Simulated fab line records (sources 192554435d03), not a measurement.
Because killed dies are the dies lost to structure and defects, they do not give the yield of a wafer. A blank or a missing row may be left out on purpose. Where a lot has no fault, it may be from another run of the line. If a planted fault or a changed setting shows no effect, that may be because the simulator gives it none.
Matching of chambers    flow n5Finfet    cmp-04 running N5_PMOS_HMC_CHANNEL_EPI_CMP_21: 4 sister chambers
The step polishes SiGe30, target thk 54 nm. 33 wafers are shown with their chamber, then 12 later ones without.

## WAFERS WITH THEIR CHAMBER
wafer   chamber  motorCurrentA (A)  retainingRingPressureFrac  slurryFlowMlMin
L075.1  2        15.4               0.999                      149.8
L075.4  1        15.6               1.004                      149.7
L075.6  2        14.6               0.996                      149.4
L080.2  0        12.3               0.995                      149.8
L080.3  3        11.4               0.993                      149.8
L080.6  3        11.9               1.003                      150.3
L081.2  3        11.3               1.004                      149.8
L081.3  2        14.5               1.000                      150.7
L081.4  1        14.4               0.996                      149.8
L083.1  3        11.1               1.010                      150.5
L083.5  3        11.6               1.008                      150.8
L083.6  2        15.0               0.998                      149.4
L084.1  3        11.5               1.010                      150.0
L084.2  0        12.0               0.999                      150.1
L084.4  1        14.8               1.001                      149.7
L087.2  2        15.1               1.008                      150.1
L087.4  1        15.0               0.998                      150.0
L087.5  2        15.2               1.005                      149.1
L088.3  3        11.5               0.999                      150.2
L088.4  2        15.1               0.998                      150.1
L088.5  1        13.8               0.996                      149.8
L090.1  1        14.8               0.999                      149.5
L090.4  3        11.5               1.006                      150.5
L090.5  1        14.7               0.996                      150.2
L091.3  2        15.0               0.999                      149.0
L091.4  3        11.7               1.006                      149.7
L091.5  0        11.5               0.997                      149.6
L092.1  0        12.0               1.001                      150.5
L092.2  1        14.9               1.005                      150.0
L092.5  1        14.9               1.004                      149.5
L093.3  0        11.5               1.002                      150.3
L093.4  3        10.5               1.005                      149.2
L093.6  2        15.2               1.000                      149.2

SIGNATURES (means of the wafers above)
reading                    chamber 0  chamber 1  chamber 2  chamber 3  scatter within a chamber
motorCurrentA              11.860     14.767     15.011     11.400     0.387
retainingRingPressureFrac  0.99880    0.99989    1.00033    1.00440    0.00415
slurryFlowMlMin            150.060    149.800    149.644    150.080    0.438
Rule: a wafer lies at a distance from a chamber equal to the root of the sum of squares, over the readings, of (its reading less the chamber's mean, divided by the reading's scatter). The wafer belongs to the nearest chamber; if the next one is less than 2 further off, it can't be placed. The scatter: take each reading less its chamber's mean, square it, sum over the shown wafers, divide by the number of wafers less the number of chambers, and take the root.

## WAFERS WITH NO CHAMBER GIVEN
wafer   motorCurrentA (A)  retainingRingPressureFrac  slurryFlowMlMin
L094.1  11.5               0.997                      150.4
L094.4  11.2               0.999                      150.8
L094.5  14.7               1.003                      149.0
L095.1  14.5               0.997                      149.9
L095.4  14.6               0.993                      150.2
L095.6  11.2               1.004                      150.2
L096.3  10.8               1.006                      150.2
L096.5  14.9               1.002                      149.8
L096.6  11.9               1.006                      150.7
L097.1  14.7               0.998                      149.6
L097.2  10.9               1.004                      150.3
L097.5  15.0               1.009                      150.4

## THE CHAMBER EACH PASSED THROUGH
wafer   from the rows above      in truth
L094.1  can't be placed: 0 or 3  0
L094.4  can't be placed: 3 or 0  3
L094.5  can't be placed: 2 or 1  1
L095.1  can't be placed: 1 or 2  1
L095.4  can't be placed: 1 or 2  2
L095.6  can't be placed: 3 or 0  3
L096.3  can't be placed: 3 or 0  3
L096.5  can't be placed: 2 or 1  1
L096.6  can't be placed: 3 or 0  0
L097.1  can't be placed: 1 or 2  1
L097.2  can't be placed: 3 or 0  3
L097.5  can't be placed: 1 or 2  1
0 of 12 placed correctly. Not placeable from these rows: 12 (in 12, the candidates include the true chamber). Wrongly placed: 0.
